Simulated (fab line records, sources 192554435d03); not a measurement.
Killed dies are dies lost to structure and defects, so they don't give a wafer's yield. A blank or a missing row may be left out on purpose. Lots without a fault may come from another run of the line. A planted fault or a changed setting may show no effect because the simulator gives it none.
Chamber matching | flow n5_finfet | N5_BEOL_M14_TRENCH_ETCH_34 on rie_diel-05: 4 sister chambers
The step etches SiO2 in C4F8/O2/Ar, target depth 556.65 nm, time 126.9 s. 14 wafers are shown with their chamber, then 7 later ones without.

WAFERS WITH THEIR CHAMBER
wafer  | chamber | showerhead_plenum_p_Torr (Torr) | drypump_motor_current_A (A) | rf_vpp_V (V)
L725.1 | 2       | 3.64                            | 5.8                         | 2250
L725.5 | 2       | 3.64                            | 5.8                         | 2250
L725.6 | 3       | 3.51                            | 6.3                         | 2217
L727.2 | 0       | 3.54                            | 5.6                         | 2245
L727.5 | 3       | 3.51                            | 6.3                         | 2218
L727.6 | 2       | 3.64                            | 5.8                         | 2250
L729.1 | 0       | 3.53                            | 5.5                         | 2247
L729.2 | 3       | 3.50                            | 6.3                         | 2218
L729.6 | 1       | 3.17                            | 5.4                         | 2218
L735.1 | 2       | 3.63                            | 5.8                         | 2250
L735.4 | 3       | 3.50                            | 6.3                         | 2218
L735.5 | 0       | 3.53                            | 5.5                         | 2246
L734.1 | 1       | 3.16                            | 5.4                         | 2216
L734.2 | 2       | 3.63                            | 5.8                         | 2248

SIGNATURES (means of the wafers above)
reading                  | chamber 0 | chamber 1 | chamber 2 | chamber 3 | scatter within a chamber
showerhead_plenum_p_Torr | 3.5333    | 3.1650    | 3.6360    | 3.5050    | 0.0058
drypump_motor_current_A  | 5.533     | 5.400     | 5.800     | 6.300     | 0.0258
rf_vpp_V                 | 2246.00   | 2217.00   | 2249.60   | 2217.75   | 0.892
Rule: a wafer's distance from a chamber is the root of the sum, over the readings, of the square of ((its reading less the chamber's mean) divided by the reading's scatter). The wafer belongs to the nearest chamber; if the next one is less than 2 further off, it can't be placed. The scatter: the root of (the sum of the squares of (reading less its chamber's mean) over the shown wafers, divided by (wafers less chambers)).

WAFERS WITHOUT THEIR CHAMBER
wafer  | showerhead_plenum_p_Torr (Torr) | drypump_motor_current_A (A) | rf_vpp_V (V)
L734.6 | 3.16                            | 5.4                         | 2217
L738.1 | 3.50                            | 6.3                         | 2216
L738.2 | 3.63                            | 5.8                         | 2250
L738.5 | 3.52                            | 5.5                         | 2245
L740.3 | 3.62                            | 5.8                         | 2248
L740.4 | 3.52                            | 5.5                         | 2246
L740.5 | 3.49                            | 6.3                         | 2217

WHICH CHAMBER EACH WENT THROUGH
wafer  | from the rows above | in truth
L734.6 | 1                   | 1
L738.1 | 3                   | 3
L738.2 | 2                   | 2
L738.5 | 0                   | 0
L740.3 | 2                   | 2
L740.4 | 0                   | 0
L740.5 | 3                   | 3
Placed correctly: 7 of 7. Can't be placed from these rows: 0. Placed wrongly: 0.
